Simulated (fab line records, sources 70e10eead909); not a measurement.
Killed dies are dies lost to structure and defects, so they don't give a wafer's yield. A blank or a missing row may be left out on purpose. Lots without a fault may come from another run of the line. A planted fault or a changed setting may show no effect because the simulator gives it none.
Chamber matching | flow nand_harc | NHARC_THIN_TSV_ETCHBACK_48 on rie_diel-10: 4 sister chambers
The step etches the open film in C4F8/Ar, target depth 1028.5 nm, time 405.17 s. 8 wafers are shown with their chamber, then 8 later ones without.

WAFERS WITH THEIR CHAMBER
wafer  | chamber | rf_vpp_V (V) | run_length_s (s)
L803.1 | 0       | 542.9        | 425.7
L804.5 | 3       | 548.5        | 426.9
L805.3 | 0       | 540.6        | 425.9
L805.5 | 2       | 545.4        | 427.2
L806.1 | 1       | 544.5        | 425.5
L806.4 | 2       | 545.0        | 427.1
L806.5 | 1       | 543.7        | 425.8
L809.1 | 3       | 547.6        | 426.6

WAFERS WITHOUT THEIR CHAMBER
wafer  | rf_vpp_V (V) | run_length_s (s)
L809.2 | 543.7        | 427.1
L809.4 | 544.4        | 425.6
L810.1 | 548.2        | 426.5
L810.3 | 545.7        | 427.1
L810.4 | 541.9        | 425.9
L823.2 | 546.1        | 427.1
L823.3 | 541.9        | 426.3
L823.5 | 541.6        | 426.3

WHICH CHAMBER EACH WENT THROUGH
wafer  | from the rows above     | in truth
L809.2 | 2                       | 2
L809.4 | 1                       | 1
L810.1 | 3                       | 3
L810.3 | 2                       | 2
L810.4 | 0                       | 0
L823.2 | can't be placed: 2 or 3 | 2
L823.3 | can't be placed: 0 or 1 | 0
L823.5 | can't be placed: 0 or 1 | 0
Placed correctly: 5 of 8. Can't be placed from these rows: 3 (the true chamber is among the candidates in 3). Placed wrongly: 0.
How it was worked out, from the rows above alone: a wafer's distance from a chamber is the root of the sum, over the readings, of the square of ((its reading less the chamber's mean) divided by the reading's scatter). The wafer belongs to the nearest chamber; if the next one is less than 2 further off, it can't be placed. A chamber's mean is the mean of its shown wafers. The scatter: the root of (the sum of the squares of (reading less its chamber's mean) over the shown wafers, divided by (wafers less chambers)).
